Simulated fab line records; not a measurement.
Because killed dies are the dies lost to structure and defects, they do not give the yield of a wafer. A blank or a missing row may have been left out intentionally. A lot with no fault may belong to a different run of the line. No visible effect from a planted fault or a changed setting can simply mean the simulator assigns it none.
Chamber matching || flow n5-finfet || N5_GATE_CUT_SAC_CAP_01 on ald-sin-01: 4 sister chambers
The step material SiNx, target thk 24 nm, pulse time 1 s, ald cycles 480. 4 wafers are shown with their chamber, then 12 later ones without.

## EACH WAFER AND ITS CHAMBER
{"wafer": "L081.5", "chamber": 0, "heater-power-w (W)": 1068}
{"wafer": "L082.3", "chamber": 2, "heater-power-w (W)": 690}
{"wafer": "L082.4", "chamber": 3, "heater-power-w (W)": 773}
{"wafer": "L082.5", "chamber": 1, "heater-power-w (W)": 885}

## WAFERS WHOSE CHAMBER IS MISSING
{"wafer": "L089.2", "heater-power-w (W)": 696}
{"wafer": "L089.5", "heater-power-w (W)": 1050}
{"wafer": "L089.6", "heater-power-w (W)": 797}
{"wafer": "L090.1", "heater-power-w (W)": 1048}
{"wafer": "L090.2", "heater-power-w (W)": 888}
{"wafer": "L090.3", "heater-power-w (W)": 832}
{"wafer": "L094.2", "heater-power-w (W)": 801}
{"wafer": "L094.3", "heater-power-w (W)": 853}
{"wafer": "L094.5", "heater-power-w (W)": 869}
{"wafer": "L097.1", "heater-power-w (W)": 704}
{"wafer": "L097.2", "heater-power-w (W)": 778}
{"wafer": "L097.4", "heater-power-w (W)": 867}

## CHAMBER TAKEN BY EACH
{"wafer": "L089.2", "from the rows above": 2, "in truth": 2}
{"wafer": "L089.5", "from the rows above": 0, "in truth": 0}
{"wafer": "L089.6", "from the rows above": 3, "in truth": 3}
{"wafer": "L090.1", "from the rows above": 0, "in truth": 0}
{"wafer": "L090.2", "from the rows above": 1, "in truth": 1}
{"wafer": "L090.3", "from the rows above": "can't be placed: 1 or 3", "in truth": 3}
{"wafer": "L094.2", "from the rows above": 3, "in truth": 3}
{"wafer": "L094.3", "from the rows above": 1, "in truth": 1}
{"wafer": "L094.5", "from the rows above": 1, "in truth": 1}
{"wafer": "L097.1", "from the rows above": 2, "in truth": 2}
{"wafer": "L097.2", "from the rows above": 3, "in truth": 3}
{"wafer": "L097.4", "from the rows above": 1, "in truth": 1}
11 of 12 placed correctly. These rows do not allow placing 1 (true chamber among the candidates in 1). Number placed wrongly: 0.
How it was worked out, from the rows above alone: a wafer's distance from a chamber is the root of the sum, over the readings, of the square of ((its reading less the chamber's mean) divided by the reading's scatter). The wafer belongs to the nearest chamber; if the next one is less than 2 further off, it can't be placed. Each chamber's mean is taken over the wafers shown for it. The scatter: root of mean squared gap, hidden wafer to nearest shown wafer, with one shown wafer a chamber.
